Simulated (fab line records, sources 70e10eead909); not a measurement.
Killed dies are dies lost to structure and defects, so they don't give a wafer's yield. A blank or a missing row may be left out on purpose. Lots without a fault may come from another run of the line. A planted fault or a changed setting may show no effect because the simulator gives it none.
One fault seen from 3 desks | flow nand_harc | each desk has only its own numbers; what lay behind them comes last

THE DEFECT DESK
What the inspections along the route counted, lot by lot: means of the sampled wafers that have a number. A lot is out of limits, marked OUT, if its mean lies more than 4 standard deviations from the usual mean; the brackets give that distance.
Columns: A = raw_defect_count at NHARC_A_ONON_D2_INSPECT_32, usual 395
lot  | first seen here | A
L476 | day 14 14:10    | 391
L477 | day 14 19:58    | 627
L479 | day 15 08:57    | 1427 (+6.4) OUT
L481 | day 16 04:07    | 1862 (+9.2) OUT
L482 | day 17 02:16    | 301
L485 | day 18 17:55    | 535
L487 | day 19 00:24    | 433
L488 | day 19 17:45    | 546
L489 | day 19 23:22    | 403
L491 | day 20 21:13    | 375
L492 | day 21 10:43    | 283
L495 | day 22 20:01    | 257
L494 | day 22 20:09    | 329
This desk's finding: out of limits on L479, L481; first on L479, day 15 08:57 (raw_defect_count at NHARC_A_ONON_D2_INSPECT_32). In limits: L476, L477, L482, L485, L487, L488, L489, L491, L492, L495, L494.

THE TOOL OWNER'S DESK: pecvd_onon-04
The tool's own readings at NHARC_A_ONON_D2_DEP_28 (target thk 1000 nm): means of the sampled wafers that have a number, for each lot that ran on this tool. A lot is out of limits, marked OUT, if its mean lies more than 4 standard deviations from the usual mean; the brackets give that distance.
Columns: A = n2_flow_sccm at NHARC_A_ONON_D2_DEP_28, usual 2750 sccm
lot  | first seen here | A
L476 | day 14 13:07    | 2749
L477 | day 14 18:54    | 2737
L479 | day 15 07:54    | 2757
L481 | day 16 03:07    | 2763
L489 | day 19 22:22    | 2739
This desk's finding: nothing out of limits on any of the 5 lots.

THE METROLOGY DESK
What the gauges read, lot by lot, whatever tool the lot ran on: means of the sampled wafers that have a number. A lot is out of limits, marked OUT, if its mean lies more than 4 standard deviations from the usual mean; the brackets give that distance.
Columns: A = thk_nm at NHARC_A_ONON_D2_THK_MEAS_05, usual 998 nm
lot  | first seen here | A
L476 | day 14 02:14    | 1001
L477 | day 14 07:35    | 990
L479 | day 14 21:04    | 983
L481 | day 15 15:55    | 1003
L482 | day 16 14:02    | 992
L485 | day 18 06:02    | 994
L487 | day 18 12:13    | 996
L488 | day 19 03:25    | 994
L489 | day 19 11:29    | 994
L491 | day 20 08:58    | 988
L492 | day 20 22:09    | 999
L494 | day 22 08:04    | 1002
L495 | day 22 08:05    | 982
This desk's finding: nothing out of limits on any of the 13 lots.

PUT TOGETHER
The defect desk could have raised an alarm at day 15 08:57, on L479, L481.
The tool owner's desk saw nothing out of limits.
The metrology desk saw nothing out of limits.
The tool owner's desk has L479, L481 on record, within its limits.
The metrology desk has L479, L481 on record, within its limits.
Of the lots named, all ran NHARC_A_ONON_D2_DEP_28 on pecvd_onon-04.

WHAT THE SIMULATOR HAD PUT IN
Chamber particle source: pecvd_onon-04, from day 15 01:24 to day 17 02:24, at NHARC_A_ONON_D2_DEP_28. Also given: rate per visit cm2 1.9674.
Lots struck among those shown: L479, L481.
Hours from the fault's start to each desk's first reading out of limits: the defect desk, 8.
